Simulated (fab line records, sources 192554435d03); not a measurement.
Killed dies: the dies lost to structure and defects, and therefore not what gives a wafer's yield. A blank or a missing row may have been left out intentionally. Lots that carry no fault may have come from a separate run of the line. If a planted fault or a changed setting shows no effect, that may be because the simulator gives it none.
Which tool did it? | flow n5-finfet | 21 lots with 63 wafers sampled at 6 steps, on a route of 1938 steps

## WHAT THE GAUGES READ, wafer by wafer
N5_STI_FIN_REVEAL_THK_MEAS_05. Usual: thk-nm reads 131.7 nm (standard deviation 0.87).
lot  | measured    | on            | thk-nm (nm)       | flag
L074 | day 2 10:01 | film-metro-01 | 131.3 131.0 131.2 |
L075 | day 2 15:28 | film-metro-02 | 131.0 130.8 133.1 |
L076 | day 2 21:02 | film-metro-02 | 131.6 130.7 132.5 |
L077 | day 3 02:46 | film-metro-02 | 130.6 131.8 130.9 |
L078 | day 3 08:49 | film-metro-02 | 132.5 132.6 132.1 |
L079 | day 3 14:52 | film-metro-01 | 132.1 132.4 132.5 |
L080 | day 3 20:56 | film-metro-02 | 133.3 132.5 132.6 |
L081 | day 4 04:50 | film-metro-01 | 130.8 130.0 131.3 |
L083 | day 4 17:11 | film-metro-02 | 131.9 131.9 132.7 |
L084 | day 4 21:36 | film-metro-02 | 130.7 130.0 130.8 |
L087 | day 5 17:29 | film-metro-02 | 131.7 131.7 132.0 |
L088 | day 5 21:34 | film-metro-01 | 131.4 132.1 133.3 |
L089 | day 6 02:47 | film-metro-02 | 130.7 130.5 131.4 |
L090 | day 6 10:04 | film-metro-01 | 131.8 132.6 131.5 |
L091 | day 6 16:20 | film-metro-02 | 131.9 131.6 133.0 |
L092 | day 6 22:19 | film-metro-01 | 132.0 131.9 131.9 |
L093 | day 7 05:09 | film-metro-02 | 131.6 133.3 132.7 |
L094 | day 7 09:39 | film-metro-02 | 131.1 131.8 132.3 |
L095 | day 7 16:46 | film-metro-02 | 131.4 130.7 130.9 |
L096 | day 7 21:20 | film-metro-02 | 131.5 131.9 131.6 |
L097 | day 8 03:22 | film-metro-01 | 131.8 131.8 130.8 |

## WHAT TOOL EACH LOT RAN ON (gives the tool, then ch and the chambers of the sampled wafers, and finally the start)
lot  | N5_FIN_CUT_ETCH_30                | N5_FIN_CUT_ETCH_21                | N5_FIN_CUT_CUT_ETCH_15          | N5_FIN_CUT_CUT_ETCH_28          | N5_FIN_CUT_STRIP_22
L074 | rie-diel-05 ch 1,3, day 2 02:28   | rie-diel-05 ch 1,3, day 2 02:32   | rie-si-03 ch 0,1,3, day 2 03:04 | rie-si-03 ch 0,1,3, day 2 03:08 | rie-diel-02 ch 0,2,3, day 2 03:11
L075 | rie-diel-01 ch 0,2,3, day 2 09:10 | rie-diel-01 ch 0,2,3, day 2 09:13 | rie-si-04 ch 1,2,3, day 2 09:45 | rie-si-04 ch 1,2,3, day 2 09:49 | rie-diel-05 ch 0,2,3, day 2 09:53
L076 | rie-diel-05 ch 0,3, day 2 14:45   | rie-diel-05 ch 0,3, day 2 14:48   | rie-si-01 ch 0,2,3, day 2 15:20 | rie-si-01 ch 0,2,3, day 2 15:24 | rie-diel-05 ch 0,3, day 2 15:28
L077 | rie-diel-01 ch 0,1, day 2 20:28   | rie-diel-01 ch 0,1, day 2 20:31   | rie-si-04 ch 1,3, day 2 21:04   | rie-si-04 ch 1,3, day 2 21:07   | rie-diel-01 ch 0,3, day 2 21:11
L078 | rie-diel-05 ch 1,2, day 3 02:30   | rie-diel-05 ch 1,2, day 3 02:34   | rie-si-04 ch 0,2,3, day 3 03:05 | rie-si-04 ch 0,2,3, day 3 03:09 | rie-diel-02 ch 1,2,3, day 3 03:14
L079 | rie-diel-05 ch 0,2,3, day 3 08:34 | rie-diel-05 ch 0,2,3, day 3 08:37 | rie-si-04 ch 0,2,3, day 3 09:10 | rie-si-04 ch 0,2,3, day 3 09:13 | rie-diel-05 ch 2,3, day 3 09:17
L080 | rie-diel-05 ch 0,2,3, day 3 14:17 | rie-diel-05 ch 0,2,3, day 3 14:20 | rie-si-01 ch 0,2,3, day 3 14:53 | rie-si-01 ch 0,2,3, day 3 14:56 | rie-diel-02 ch 0,1,3, day 3 15:00
L081 | rie-diel-05 ch 0,1,2, day 3 21:56 | rie-diel-05 ch 0,1,2, day 3 21:59 | rie-si-04 ch 0,1,2, day 3 22:32 | rie-si-04 ch 0,1,2, day 3 22:36 | rie-diel-02 ch 1,2,3, day 3 22:40
L083 | rie-diel-02 ch 1,2,3, day 4 10:16 | rie-diel-02 ch 1,2,3, day 4 10:19 | rie-si-04 ch 0,1,3, day 4 11:20 | rie-si-04 ch 0,1,3, day 4 11:23 | rie-diel-01 ch 0,2, day 4 11:36
L084 | rie-diel-01 ch 0,1,2, day 4 15:19 | rie-diel-01 ch 0,1,2, day 4 15:22 | rie-si-03 ch 0,1, day 4 15:54   | rie-si-03 ch 0,1, day 4 15:58   | rie-diel-05 ch 0,2,3, day 4 16:02
L087 | rie-diel-01 ch 1,3, day 5 11:11   | rie-diel-01 ch 1,3, day 5 11:15   | rie-si-01 ch 0,2,3, day 5 11:47 | rie-si-01 ch 0,2,3, day 5 11:50 | rie-diel-01 ch 1,2,3, day 5 11:55
L088 | rie-diel-01 ch 0,3, day 5 15:15   | rie-diel-01 ch 0,3, day 5 15:19   | rie-si-03 ch 0,1, day 5 15:51   | rie-si-03 ch 0,1, day 5 15:55   | rie-diel-02 ch 1,2, day 5 15:58
L089 | rie-diel-05 ch 0,1,2, day 5 20:28 | rie-diel-05 ch 0,1,2, day 5 20:31 | rie-si-04 ch 0,3, day 5 21:04   | rie-si-04 ch 0,3, day 5 21:07   | rie-diel-02 ch 0,1, day 5 21:11
L090 | rie-diel-01 ch 0,2, day 6 03:04   | rie-diel-01 ch 0,2, day 6 03:08   | rie-si-03 ch 0,3, day 6 03:40   | rie-si-03 ch 0,3, day 6 03:43   | rie-diel-02 ch 1,2, day 6 03:52
L091 | rie-diel-01 ch 0,1, day 6 09:26   | rie-diel-01 ch 0,1, day 6 09:29   | rie-si-04 ch 0,3, day 6 10:02   | rie-si-04 ch 0,3, day 6 10:05   | rie-diel-05 ch 0,1,3, day 6 10:10
L092 | rie-diel-01 ch 0,1,2, day 6 16:01 | rie-diel-01 ch 0,1,2, day 6 16:04 | rie-si-01 ch 1,2,3, day 6 16:36 | rie-si-01 ch 1,2,3, day 6 16:40 | rie-diel-05 ch 0,1,3, day 6 16:43
L093 | rie-diel-05 ch 0,1,2, day 6 22:50 | rie-diel-05 ch 0,1,2, day 6 22:53 | rie-si-03 ch 0,2,3, day 6 23:26 | rie-si-03 ch 0,2,3, day 6 23:29 | rie-diel-05 ch 0,1,2, day 6 23:33
L094 | rie-diel-05 ch 1,2, day 7 03:19   | rie-diel-05 ch 1,2, day 7 03:22   | rie-si-01 ch 0,3, day 7 03:55   | rie-si-01 ch 0,3, day 7 03:58   | rie-diel-02 ch 0,1,3, day 7 04:02
L095 | rie-diel-05 ch 0,2,3, day 7 09:23 | rie-diel-05 ch 0,2,3, day 7 09:26 | rie-si-01 ch 0,3, day 7 09:59   | rie-si-01 ch 0,3, day 7 10:02   | rie-diel-05 ch 0,2,3, day 7 10:13
L096 | rie-diel-02 ch 0,1, day 7 15:03   | rie-diel-02 ch 0,1, day 7 15:06   | rie-si-03 ch 1,2,3, day 7 15:38 | rie-si-03 ch 1,2,3, day 7 15:42 | rie-diel-01 ch 0,1,3, day 7 15:46
L097 | rie-diel-02 ch 1,2,3, day 7 20:24 | rie-diel-02 ch 1,2,3, day 7 20:28 | rie-si-01 ch 0,3, day 7 21:00   | rie-si-01 ch 0,3, day 7 21:03   | rie-diel-01 ch 1,3, day 7 21:09
- N5_FIN_CUT_ETCH_30: etches underlayer in N2/H2, target depth 13 nm, time 10.4 s.
- N5_FIN_CUT_ETCH_21: etches SOC in N2/H2, target depth 219 nm, overetch 43.8 nm, time 523.5 s.
- N5_FIN_CUT_CUT_ETCH_15: etches Si in HBr/Cl2/O2, target depth 100 nm, bt time 10 s, time 42.4 s.
- N5_FIN_CUT_CUT_ETCH_28: etches Si in HBr/Cl2/O2, target depth 6 nm, time 2.4 s.
- N5_FIN_CUT_STRIP_22: strips in N2/H2.

## WHAT THE TOOLS THEMSELVES READ (means of the sampled wafers that have a number; where no wafer has one, the mark that the record gives instead)
N5_FIN_CUT_ETCH_30. Usual: drypump-motor-current-A 5.9 A, standard deviation 0.31; etch-rf-on-time-s 10.35 s, standard deviation 0.18; oes-product-au 0.68 a.u., standard deviation 0.084; rf-vpp-V 525.0 V, standard deviation 1.5; showerhead-plenum-p-Torr 2.58 Torr, standard deviation 0.048; throttle-valve-pct 17.83 %, standard deviation 0.23.
lot  | tool        | drypump-motor-current-A (A) | etch-rf-on-time-s (s) | oes-product-au (a.u.) | rf-vpp-V (V) | showerhead-plenum-p-Torr (Torr) | throttle-valve-pct (%) | flag
L074 | rie-diel-05 | 6.0                         | 10.45                 | 0.61                  | 525.5        | 2.63                            | 17.84                  |
L075 | rie-diel-01 | 5.9                         | 10.41                 | 0.64                  | 525.2        | 2.58                            | 17.94                  |
L076 | rie-diel-05 | 6.1                         | 10.12                 | 0.77                  | 525.7        | 2.62                            | 17.87                  |
L077 | rie-diel-01 | 6.0                         | 10.49                 | 0.61                  | 525.0        | 2.56                            | 17.73                  |
L078 | rie-diel-05 | 5.6                         | 10.33                 | 0.79                  | 526.0        | 2.60                            | 17.58                  |
L079 | rie-diel-05 | 5.9                         | 10.37                 | 0.73                  | 524.8        | 2.61                            | 17.81                  |
L080 | rie-diel-05 | 5.9                         | 10.25                 | 0.72                  | 525.9        | 2.61                            | 17.82                  |
L081 | rie-diel-05 | 5.8                         | 10.22                 | 0.79                  | 524.0        | 2.60                            | 17.65                  |
L083 | rie-diel-02 | 6.1                         | 10.24                 | 0.64                  | 523.9        | 2.57                            | 17.95                  |
L084 | rie-diel-01 | 5.9                         | 10.49                 | 0.60                  | 525.4        | 2.59                            | 17.88                  |
L087 | rie-diel-01 | 5.9                         | 10.57                 | 0.63                  | 522.9        | 2.50                            | 17.88                  |
L088 | rie-diel-01 | 6.2                         | 10.47                 | 0.62                  | 524.4        | 2.56                            | 17.83                  |
L089 | rie-diel-05 | 5.8                         | 10.23                 | 0.77                  | 525.7        | 2.59                            | 17.68                  |
L090 | rie-diel-01 | 6.1                         | 10.56                 | 0.58                  | 526.2        | 2.62                            | 17.86                  |
L091 | rie-diel-01 | 6.0                         | 10.65                 | 0.58                  | 524.5        | 2.55                            | 17.78                  |
L092 | rie-diel-01 | 5.9                         | 10.42                 | 0.59                  | 525.2        | 2.59                            | 17.91                  |
L093 | rie-diel-05 | 5.8                         | 10.19                 | 0.76                  | 525.0        | 2.59                            | 17.69                  |
L094 | rie-diel-05 | 5.7                         | 10.36                 | 0.75                  | 525.4        | 2.59                            | 17.51                  |
L095 | rie-diel-05 | 5.9                         | 10.34                 | 0.69                  | 525.7        | 2.60                            | 17.87                  |
L096 | rie-diel-02 | 6.1                         | 10.15                 | 0.66                  | 523.9        | 2.55                            | 18.06                  |
L097 | rie-diel-02 | 6.1                         | 10.18                 | 0.71                  | 523.9        | 2.56                            | 17.86                  |

N5_FIN_CUT_ETCH_21. Usual: drypump-motor-current-A 5.9 A, standard deviation 0.3; oes-product-au 0.73 a.u., standard deviation 0.085; rf-vpp-V 241.3 V, standard deviation 1; showerhead-plenum-p-Torr 2.58 Torr, standard deviation 0.049; throttle-valve-pct 17.78 %, standard deviation 0.23.
lot  | tool        | drypump-motor-current-A (A) | oes-product-au (a.u.) | rf-vpp-V (V) | showerhead-plenum-p-Torr (Torr) | throttle-valve-pct (%) | flag
L074 | rie-diel-05 | 6.0                         | 0.66                  | 242.1        | 2.63                            | 17.79                  |
L075 | rie-diel-01 | 5.9                         | 0.70                  | 240.9        | 2.58                            | 17.91                  |
L076 | rie-diel-05 | 6.1                         | 0.82                  | 241.9        | 2.62                            | 17.82                  |
L077 | rie-diel-01 | 6.1                         | 0.66                  | 241.0        | 2.56                            | 17.68                  |
L078 | rie-diel-05 | 5.6                         | 0.84                  | 240.5        | 2.60                            | 17.53                  |
L079 | rie-diel-05 | 5.9                         | 0.78                  | 242.1        | 2.61                            | 17.77                  |
L080 | rie-diel-05 | 5.9                         | 0.78                  | 241.2        | 2.61                            | 17.77                  |
L081 | rie-diel-05 | 5.8                         | 0.84                  | 242.3        | 2.60                            | 17.59                  |
L083 | rie-diel-02 | 6.1                         | 0.68                  | 240.5        | 2.57                            | 17.91                  |
L084 | rie-diel-01 | 5.9                         | 0.65                  | 242.1        | 2.59                            | 17.84                  |
L087 | rie-diel-01 | 5.9                         | 0.68                  | 240.5        | 2.50                            | 17.85                  |
L088 | rie-diel-01 | 6.1                         | 0.67                  | 241.3        | 2.56                            | 17.77                  |
L089 | rie-diel-05 | 5.8                         | 0.82                  | 241.9        | 2.59                            | 17.62                  |
L090 | rie-diel-01 | 6.0                         | 0.64                  | 241.8        | 2.62                            | 17.82                  |
L091 | rie-diel-01 | 6.1                         | 0.64                  | 240.0        | 2.55                            | 17.73                  |
L092 | rie-diel-01 | 5.9                         | 0.64                  | 241.4        | 2.59                            | 17.86                  |
L093 | rie-diel-05 | 5.8                         | 0.80                  | 241.1        | 2.59                            | 17.64                  |
L094 | rie-diel-05 | 5.7                         | 0.81                  | 241.4        | 2.59                            | 17.46                  |
L095 | rie-diel-05 | 5.8                         | 0.74                  | 242.0        | 2.60                            | 17.81                  |
L096 | rie-diel-02 | 6.0                         | 0.70                  | 241.1        | 2.55                            | 18.00                  |
L097 | rie-diel-02 | 6.1                         | 0.76                  | 241.8        | 2.56                            | 17.81                  |

N5_FIN_CUT_CUT_ETCH_15. Usual: O2_flow_sccm 12.00 sccm, standard deviation 0.038; drypump-motor-current-A 5.7 A, standard deviation 0.48; oes-product-au 1.005 a.u., standard deviation 0.013; throttle-valve-pct 37.20 %, standard deviation 0.3.
lot  | tool      | O2_flow_sccm (sccm) | drypump-motor-current-A (A) | oes-product-au (a.u.) | throttle-valve-pct (%) | flag
L074 | rie-si-03 | 12.02               | 5.8                         | 1.011                 | 36.97                  |
L075 | rie-si-04 | 11.99               | 5.8                         | 0.991                 | 37.24                  |
L076 | rie-si-01 | 12.00               | 5.4                         | 1.020                 | 37.30                  |
L077 | rie-si-04 | 12.04               | 6.2                         | 1.001                 | 37.21                  |
L078 | rie-si-04 | 12.00               | 5.7                         | 0.995                 | 37.20                  |
L079 | rie-si-04 | 11.99               | 5.7                         | 0.993                 | 37.20                  |
L080 | rie-si-01 | 12.01               | 5.4                         | 1.020                 | 37.30                  |
L081 | rie-si-04 | 12.04               | 5.9                         | 1.002                 | 37.21                  |
L083 | rie-si-04 | 11.98               | 6.1                         | 0.998                 | 37.16                  |
L084 | rie-si-03 | 12.00               | 5.6                         | 1.007                 | 36.63                  |
L087 | rie-si-01 | 12.07               | 5.4                         | 1.015                 | 37.30                  |
L088 | rie-si-03 | 11.96               | 5.5                         | 1.009                 | 36.64                  |
L089 | rie-si-04 | 12.03               | 6.0                         | 0.994                 | 37.12                  |
L090 | rie-si-03 | 12.02               | 6.1                         | 1.007                 | 37.23                  |
L091 | rie-si-04 | 12.00               | 5.9                         | 0.997                 | 37.12                  |
L092 | rie-si-01 | 12.01               | 5.6                         | 1.012                 | 37.32                  |
L093 | rie-si-03 | 11.99               | 5.7                         | 1.002                 | 37.10                  |
L094 | rie-si-01 | 11.98               | 5.5                         | 1.016                 | 37.16                  |
L095 | rie-si-01 | 12.03               | 5.2                         | 1.026                 | 37.02                  |
L096 | rie-si-03 | 12.00               | 5.7                         | 1.009                 | 37.18                  |
L097 | rie-si-01 | 11.99               | 5.5                         | 1.018                 | 37.17                  |

N5_FIN_CUT_CUT_ETCH_28. Usual: O2_flow_sccm 12.00 sccm, standard deviation 0.036; drypump-motor-current-A 5.7 A, standard deviation 0.48; oes-product-au 1.005 a.u., standard deviation 0.013; throttle-valve-pct 37.19 %, standard deviation 0.3.
lot  | tool      | O2_flow_sccm (sccm) | drypump-motor-current-A (A) | oes-product-au (a.u.) | throttle-valve-pct (%) | flag
L074 | rie-si-03 | 12.00               | 5.8                         | 1.012                 | 36.98                  |
L075 | rie-si-04 | 11.99               | 5.8                         | 0.993                 | 37.25                  |
L076 | rie-si-01 | 12.02               | 5.4                         | 1.018                 | 37.30                  |
L077 | rie-si-04 | 11.99               | 6.2                         | 0.992                 | 37.20                  |
L078 | rie-si-04 | 12.01               | 5.7                         | 0.992                 | 37.20                  |
L079 | rie-si-04 | 12.05               | 5.7                         | 0.992                 | 37.20                  |
L080 | rie-si-01 | 12.00               | 5.4                         | 1.021                 | 37.30                  |
L081 | rie-si-04 | 11.97               | 5.8                         | 0.998                 | 37.19                  |
L083 | rie-si-04 | 11.98               | 6.1                         | 0.997                 | 37.14                  |
L084 | rie-si-03 | 11.98               | 5.6                         | 1.004                 | 36.63                  |
L087 | rie-si-01 | 11.97               | 5.4                         | 1.023                 | 37.30                  |
L088 | rie-si-03 | 11.99               | 5.6                         | 1.011                 | 36.63                  |
L089 | rie-si-04 | 12.01               | 5.9                         | 0.993                 | 37.12                  |
L090 | rie-si-03 | 12.00               | 6.1                         | 1.008                 | 37.22                  |
L091 | rie-si-04 | 11.98               | 6.0                         | 1.000                 | 37.11                  |
L092 | rie-si-01 | 12.01               | 5.6                         | 1.017                 | 37.31                  |
L093 | rie-si-03 | 12.00               | 5.7                         | 1.001                 | 37.08                  |
L094 | rie-si-01 | 12.03               | 5.5                         | 1.016                 | 37.17                  |
L095 | rie-si-01 | 12.02               | 5.2                         | 1.024                 | 37.02                  |
L096 | rie-si-03 | 11.99               | 5.7                         | 1.014                 | 37.18                  |
L097 | rie-si-01 | 11.97               | 5.5                         | 1.018                 | 37.16                  |

N5_FIN_CUT_STRIP_22. Usual: drypump-motor-current-A 5.9 A, standard deviation 0.34; oes-product-au 0.78 a.u., standard deviation 0.084; rf-vpp-V 54.4 V, standard deviation 2.4; showerhead-plenum-p-Torr 3.41 Torr, standard deviation 0.058; throttle-valve-pct 18.9 %, standard deviation 0.31.
lot  | tool        | drypump-motor-current-A (A) | oes-product-au (a.u.) | rf-vpp-V (V) | showerhead-plenum-p-Torr (Torr) | throttle-valve-pct (%) | flag
L074 | rie-diel-02 | 5.8                         | 0.80                  | 53.9         | 3.42                            | 18.8                   |
L075 | rie-diel-05 | 5.9                         | 0.88                  | 54.1         | 3.46                            | 18.9                   |
L076 | rie-diel-05 | 6.1                         | 0.89                  | 56.1         | 3.46                            | 18.9                   |
L077 | rie-diel-01 | 6.0                         | 0.78                  | 55.7         | 3.33                            | 19.0                   |
L078 | rie-diel-02 | 6.1                         | 0.75                  | 53.1         | 3.40                            | 19.0                   |
L079 | rie-diel-05 | 5.7                         | 0.82                  | 55.2         | 3.45                            | 18.8                   |
L080 | rie-diel-02 | 5.8                         | 0.80                  | 56.0         | 3.39                            | 19.0                   |
L081 | rie-diel-02 | 6.1                         | 0.75                  | 52.8         | 3.40                            | 19.0                   |
L083 | rie-diel-01 | 5.8                         | 0.69                  | 56.7         | 3.47                            | 19.1                   |
L084 | rie-diel-05 | 5.9                         | 0.84                  | 55.5         | 3.45                            | 18.8                   |
L087 | rie-diel-01 | 5.7                         | 0.73                  | 54.7         | 3.36                            | 19.0                   |
L088 | rie-diel-02 | 6.3                         | 0.71                  | 54.2         | 3.41                            | 19.1                   |
L089 | rie-diel-02 | 6.1                         | 0.79                  | 52.9         | 3.38                            | 19.3                   |
L090 | rie-diel-02 | 6.4                         | 0.73                  | 52.4         | 3.38                            | 19.3                   |
L091 | rie-diel-05 | 6.0                         | 0.84                  | 56.1         | 3.44                            | 18.7                   |
L092 | rie-diel-05 | 6.0                         | 0.84                  | 52.8         | 3.44                            | 18.7                   |
L093 | rie-diel-05 | 5.8                         | 0.88                  | 54.5         | 3.42                            | 18.6                   |
L094 | rie-diel-02 | 5.9                         | 0.77                  | 56.9         | 3.38                            | 19.0                   |
L095 | rie-diel-05 | 5.9                         | 0.81                  | 52.9         | 3.44                            | 18.9                   |
L096 | rie-diel-01 | 6.0                         | 0.72                  | 56.8         | 3.34                            | 18.9                   |
L097 | rie-diel-01 | 5.8                         | 0.75                  | 51.4         | 3.27                            | 19.0                   |

## THE ANSWER, worked out from the rows above alone
Rule: take the mean of a lot's wafers that have a number; if it is more than 3 standard deviations from the usual mean, the lot is off. Also off: a lot with no number at a reading for which 4 or more lots have one. Any other lot the step has rows for is counted as sound. Order of review: gauges by route order, followed by the tools' own readings, for which a lot's mean as printed above is used. The first step at which some lot is off is used, and at that step the reading that is off furthest; a lot without a number counts as furthest.
None of the lots is off at any reading shown; this tells nothing.

## WHAT WAS PUT IN BY THE SIMULATOR
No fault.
